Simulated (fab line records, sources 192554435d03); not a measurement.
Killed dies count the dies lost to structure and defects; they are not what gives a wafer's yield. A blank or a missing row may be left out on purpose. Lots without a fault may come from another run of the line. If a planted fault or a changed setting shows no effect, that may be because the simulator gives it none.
One fault seen from 2 desks -- flow n5Finfet -- only its own numbers are on each desk; what lay behind them is given at the end

## FOR THE TOOL OWNER'S DESK: lithoTrack-01
The tool's own readings at N5_SDB_COAT_04 (time 60 s, resist thk 18 nm): means of the sampled wafers that have a number, for each lot that ran on this tool. Any lot whose mean is over 4 standard deviations away from the usual mean is out of limits and marked OUT; that distance is given in the brackets.
Columns: A = chillPlateTempC at N5_SDB_COAT_04, usual 22.99 C; B = dispensePressureKPa at N5_SDB_COAT_04, usual 50.7 kPa; C = runLengthS at N5_SDB_COAT_04, usual 66.14 s
lot,first seen here,A,B,C
L427,day 4 20:45,22.92,49.7,66.30
L429,day 5 07:34,23.01,49.6,66.22
L441,day 8 00:55,22.87,49.6,66.37
L443,day 8 16:29,22.99,49.6,66.35
L444,day 8 18:53,23.03,49.6,74.04 (+46) OUT
Finding of this desk: L444 out of limits; the first was L444 at day 8 18:53, on runLengthS at N5_SDB_COAT_04. L427, L429, L441, L443 stayed within limits.

## FROM THE METROLOGY DESK
What the gauges read for every lot (on any tool): the sampled wafers with a number, averaged. Any lot whose mean is over 4 standard deviations away from the usual mean is out of limits and marked OUT; that distance is given in the brackets. 7 of its 10 readings are shown, namely those furthest out on some lot.
Columns: A = DIBL_P at N5_BEOL_M4_RC_MEAS_101, usual 36.3 mV/V; B = IOFF_N at N5_BEOL_M4_RC_MEAS_101, usual 0.157 nA/um; C = IOFF_P at N5_BEOL_M4_RC_MEAS_101, usual 0.22 nA/um; D = ION_N at N5_BEOL_M4_RC_MEAS_101, usual 675 uA/um; E = SS_P at N5_BEOL_M4_RC_MEAS_101, usual 73.3 mV/dec; F = VT_N at N5_BEOL_M4_RC_MEAS_101, usual 249.8 mV; G = VT_P at N5_BEOL_M4_RC_MEAS_101, usual -249 mV
lot,first seen here,A,B,C,D,E,F,G
L426,day 8 19:53,34.9,0.132,0.17,665,72.1,252.3,-254
L427,day 9 23:38,35.7,0.153,0.21,680,73.3,250.7,-250
L429,day 10 15:31,37.3,0.168,0.22,677,73.0,248.2,-251
L433,day 10 16:16,36.4,0.162,0.24,683,72.6,246.9,-247
L432,day 11 08:04,36.2,0.170,0.24,681,73.5,248.8,-246
L441,day 13 11:38,34.4,0.143,0.23,679,73.5,251.6,-248
L443,day 13 12:34,35.8,0.123,0.18,657,73.0,254.5,-251
L444,day 13 20:59,38.5,0.200,0.26,681,74.0,246.6,-247
L447,day 14 19:49,38.3,0.171,0.28,679,73.6,249.3,-244
This desk found nothing out of limits on any of the 9 lots.

## ALL TOGETHER
The tool owner's desk had the chance to raise an alarm at day 8 18:53 on L444.
At the metrology desk, nothing out of limits was observed.
The metrology desk has L444 on record, within its limits.
All the named lots went through N5_SDB_COAT_04 on lithoTrack-01.

## WHAT WAS PUT IN BY THE SIMULATOR
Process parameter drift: lithoTrack-01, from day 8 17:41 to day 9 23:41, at N5_SDB_COAT_04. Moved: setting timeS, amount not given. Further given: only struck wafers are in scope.
Lots struck among those shown: L444.
Each desk's first reading out of limits, in hours after the fault started: the tool owner's desk, 1.
